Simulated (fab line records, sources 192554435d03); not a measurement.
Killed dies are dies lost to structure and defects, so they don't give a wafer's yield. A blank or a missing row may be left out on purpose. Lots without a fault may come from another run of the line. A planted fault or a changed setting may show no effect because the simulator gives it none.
Which tool did it? | flow n5_finfet | 21 lots, 63 wafers sampled, at 2 steps of a route of 1938

WHAT THE GAUGES READ, wafer by wafer
N5_BEOL_M11_CD_MEAS_35: target cd 70 nm.
lot  | measured     | on        | cd_nm (nm)
L074 | day 11 09:52 | cd_sem-01 | 68.0 69.2 68.0
L075 | day 11 10:17 | cd_sem-01 | 68.6 68.2 69.3
L076 | day 12 02:49 | cd_sem-01 | 70.1 71.1 71.7
L078 | day 12 03:29 | cd_sem-03 | 70.6 70.9 70.7
L081 | day 12 13:40 | cd_sem-03 | 69.9 69.9 70.8
L082 | day 12 23:35 | cd_sem-01 | 68.3 68.9 70.0
L080 | day 13 02:07 | cd_sem-01 | 69.0 69.3 70.4
L079 | day 13 02:16 | cd_sem-02 | 70.5 69.4 70.6
L084 | day 13 07:36 | cd_sem-02 | 69.5 70.8 69.7
L083 | day 13 15:32 | cd_sem-01 | 69.8 69.1 71.1
L086 | day 13 18:38 | cd_sem-03 | 69.2 69.7 68.9
L085 | day 13 23:41 | cd_sem-02 | 70.7 69.1 69.9
L090 | day 14 07:59 | cd_sem-03 | 69.6 69.2 71.4
L087 | day 14 19:18 | cd_sem-03 | 69.8 68.5 69.7
L088 | day 14 22:23 | cd_sem-01 | 70.1 70.0 70.3
L089 | day 15 01:49 | cd_sem-01 | 70.2 69.7 69.9
L091 | day 15 17:08 | cd_sem-01 | 70.1 70.7 70.3
L093 | day 15 17:35 | cd_sem-01 | 70.3 70.2 69.6
L095 | day 16 17:49 | cd_sem-01 | 70.1 69.7 70.5
L097 | day 16 20:37 | cd_sem-02 | 71.3 69.9 70.9
L096 | day 16 20:49 | cd_sem-02 | 69.0 69.3 69.3

N5_BEOL_M12_CD_MEAS_17: target cd 140 nm.
lot  | measured     | on        | cd_nm (nm)
L074 | day 11 13:32 | cd_sem-03 | 142.6 141.0 140.7
L075 | day 11 14:28 | cd_sem-01 | 142.8 142.3 139.9
L076 | day 12 07:10 | cd_sem-02 | 140.2 143.0 140.4
L078 | day 12 07:35 | cd_sem-03 | 143.3 141.1 141.4
L081 | day 12 18:50 | cd_sem-01 | 140.1 145.0 140.5
L082 | day 13 03:52 | cd_sem-03 | 139.1 140.2 143.9
L080 | day 13 07:46 | cd_sem-03 | 138.9 141.2 144.3
L079 | day 13 08:06 | cd_sem-02 | 139.1 140.5 140.3
L084 | day 13 11:43 | cd_sem-01 | 138.6 139.1 139.1
L083 | day 13 20:00 | cd_sem-03 | 137.0 142.3 142.9
L086 | day 13 22:47 | cd_sem-02 | 139.7 137.1 137.8
L085 | day 14 04:31 | cd_sem-01 | 142.9 140.1 139.4
L090 | day 14 12:34 | cd_sem-03 | 141.9 142.7 138.5
L087 | day 14 23:41 | cd_sem-02 | 140.9 142.9 142.1
L088 | day 15 04:20 | cd_sem-02 | 141.9 141.2 136.6
L089 | day 15 07:11 | cd_sem-01 | 142.3 145.2 142.2
L091 | day 15 20:59 | cd_sem-02 | 140.3 139.2 140.0
L093 | day 15 21:36 | cd_sem-02 | 143.8 142.0 142.9
L095 | day 16 22:41 | cd_sem-01 | 144.4 141.7 141.4
L097 | day 17 01:36 | cd_sem-03 | 142.8 144.4 139.8
L096 | day 17 01:20 | cd_sem-01 | 141.8 141.1 140.9

WHICH TOOL RAN EACH LOT (tool, then ch and the chambers of the sampled wafers, then the start)
The record holds no process step before these readings.

WHAT THE TOOLS THEMSELVES READ (means of the sampled wafers that have a number; where no wafer has one, the mark that the record gives instead)
The record holds no such reading with a usual standard deviation.

THE ANSWER, worked out from the rows above alone
Rule: what is usual is taken from the lots themselves. Put in order of their means at a reading, lots are off if they are a third of the lots or fewer, leave a main group of 4 or more, and stand apart from it by a gap of 3 or more times the standard deviation of the main group's means; of several such gaps the widest counts. A main group whose means are all the same, to the digits that the tables above print for the reading, isn't used. A lot without any number at a reading at which 4 lots or more have one is off too. The other lots that the step has rows for count as sound. The gauges are gone through in route order, then the tools' own readings, and for those a lot's mean is taken as printed above. The first step at which some lot is off is used, and at that step the reading that is off furthest; a lot without a number counts as furthest.
No lot is off at any reading shown: from this, nothing can be told.

WHAT THE SIMULATOR HAD PUT IN
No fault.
